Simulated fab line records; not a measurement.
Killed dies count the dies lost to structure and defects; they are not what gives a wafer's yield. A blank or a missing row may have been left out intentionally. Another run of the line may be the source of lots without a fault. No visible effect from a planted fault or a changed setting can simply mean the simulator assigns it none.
A struck lot beside a sound one -- flow nand_harc -- 15 steps out of a route of 1159
Sound: these wafers, L216.1, L216.4, L216.6. Struck: wafer L218.1; the same lot's L218.4 was not struck, so it is left out; see the end for the cause.
For every step that has rows: the tool of each side, followed by ch and its chambers, followed by its first start. Under that, the readings that differ: sound wafers -- struck wafers -- difference of the means -- sigmas: that difference in standard deviations of wafers without a fault.
alike: words and numbers the same on both sides, and readings whose means are apart by under 2 such deviations; not compared: readings that were withheld, readings missing a value for some wafer, numbers with overlapping values and no deviation given by the record, and bounds like >300 which may hide the same value.
Wherever a step has rows on one side only, a row that says differs or no value, or a row with sigmas, the two part there. Non-overlapping numbers with no deviation appear without sigmas and do not part them. A reading that every wafer of one side lacks parts them only if that side has two wafers or more.

first, 1 step without rows for these wafers: NHARC_A_CHANNEL_HOLE_D1_STRIP_43 (strips in O2/COS).
NHARC_A_CHANNEL_HOLE_D1_ETCH_44: etches the open film in CF4/O2, target depth 140 nm, overetch 14 nm, time 77 s.
  sound on rie_diel-12 ch 0,1,3, day 10 06:02; struck on rie_diel-03 ch 1, day 10 22:04
reading,sound,struck,difference,sigmas
rf_vpp_V (V),196.6 196.9 196.5,200.0,+3.3,+3
showerhead_plenum_p_Torr (Torr),1.34 1.30 1.31,1.43,+0.11,+2
  alike: drypump_motor_current_A, oes_f_703_au, oes_product_au, throttle_valve_pct
  not compared: rf_hours_counter_h
NHARC_A_CHANNEL_HOLE_D1_STRIP_27: strips in O2.
  sound on rie_diel-12 ch 0,1,3; struck on rie_diel-03 ch 1
reading,sound,struck,difference,sigmas
showerhead_plenum_p_Torr (Torr),3.46 3.54 3.45,3.76,+0.28,+2
  alike: drypump_motor_current_A, oes_product_au, rf_vpp_V, throttle_valve_pct
  not compared: rf_hours_counter_h
then, 2 steps without rows for these wafers: NHARC_A_CHANNEL_HOLE_D1_PRECLEAN_28 (cleans in SC1); NHARC_A_CHANNEL_HOLE_D1_SRD_29.
NHARC_A_CHANNEL_HOLE_D1_CD_MEAS_30:
  sound on cd_sem-02 at day 10 06:50; struck on cd_sem-01 at day 10 22:51
  alike: cd_nm
NHARC_A_CHANNEL_HOLE_D1_XSEM_31:
  sound on xsem-02 ch 0, day 10 06:55; struck on xsem-02 ch 0, day 10 22:56
reading,sound,struck,difference,sigmas
tilt_deg (degrees),0.16 0.16 0.16,0.03,-0.13,-3
  alike: bot_cd_nm, bow_nm
NHARC_A_CHANNEL_HOLE_D1_INSPECT_40:
  sound on defect_inspect-01 at day 10 07:01; struck on defect_inspect-02 at day 10 23:02
  alike: raw_defect_count
then, 3 steps without rows for these wafers: NHARC_A_CHANNEL_FILL_D1_PRECLEAN_00 (cleans in SC1); NHARC_A_CHANNEL_FILL_D1_SRD_01; NHARC_A_CHANNEL_FILL_D1_ALD_02 (deposits SiO2, target thk 6 nm, pulse time 10 s, ald cycles 60).
NHARC_A_CHANNEL_FILL_D1_ALD_03: deposits SiNx, target thk 6 nm, pulse time 60 s, ald cycles 58.
  sound on ald_sin_batch-01 ch 0; struck on ald_sin_batch-01 ch 0
  alike: precursor_pulse_height_rel
  not compared: ald_cycles
NHARC_A_CHANNEL_FILL_D1_ALD_14: deposits SiO2, target thk 2.5 nm, pulse time 10 s, ald cycles 25.
  sound on ald_hk-03 ch 1,2,3, day 10 15:16; struck on ald_hk-03 ch 3, day 11 05:59
reading,sound,struck,difference,sigmas
ald_cycles,25 25 25,27,+2,
  alike: heater_power_w, precursor_pulse_height_rel
NHARC_A_CHANNEL_FILL_D1_ALD_15: deposits SiNx, target thk 2 nm, pulse time 60 s, ald cycles 19.
  sound on ald_sin_batch-03 ch 0; struck on ald_sin_batch-02 ch 0
  alike: precursor_pulse_height_rel
  not compared: ald_cycles
-- record jumps: 10 days between struck wafers' starts before vs after; left off in module A_CHANNEL_FILL_D1, resumes in module END, first step shown is number 1159 of the route --
NHARC_END_SORT_01:
  sound on prober-02 ch 0, day 21 01:47; struck on prober-01 ch 0, day 21 08:50
  alike: killed_at_array, killed_at_other, killed_at_periphery, killed_dies, killed_open, killed_short

== WHERE THEY PART ==
First at NHARC_A_CHANNEL_HOLE_D1_ETCH_44; last, within this record, at NHARC_A_CHANNEL_HOLE_D1_XSEM_31. Later steps at which nothing parts them and some readings are alike: NHARC_A_CHANNEL_HOLE_D1_INSPECT_40, NHARC_A_CHANNEL_FILL_D1_ALD_03, NHARC_A_CHANNEL_FILL_D1_ALD_14, NHARC_A_CHANNEL_FILL_D1_ALD_15, NHARC_END_SORT_01.

WHY: what had been put in by the simulator
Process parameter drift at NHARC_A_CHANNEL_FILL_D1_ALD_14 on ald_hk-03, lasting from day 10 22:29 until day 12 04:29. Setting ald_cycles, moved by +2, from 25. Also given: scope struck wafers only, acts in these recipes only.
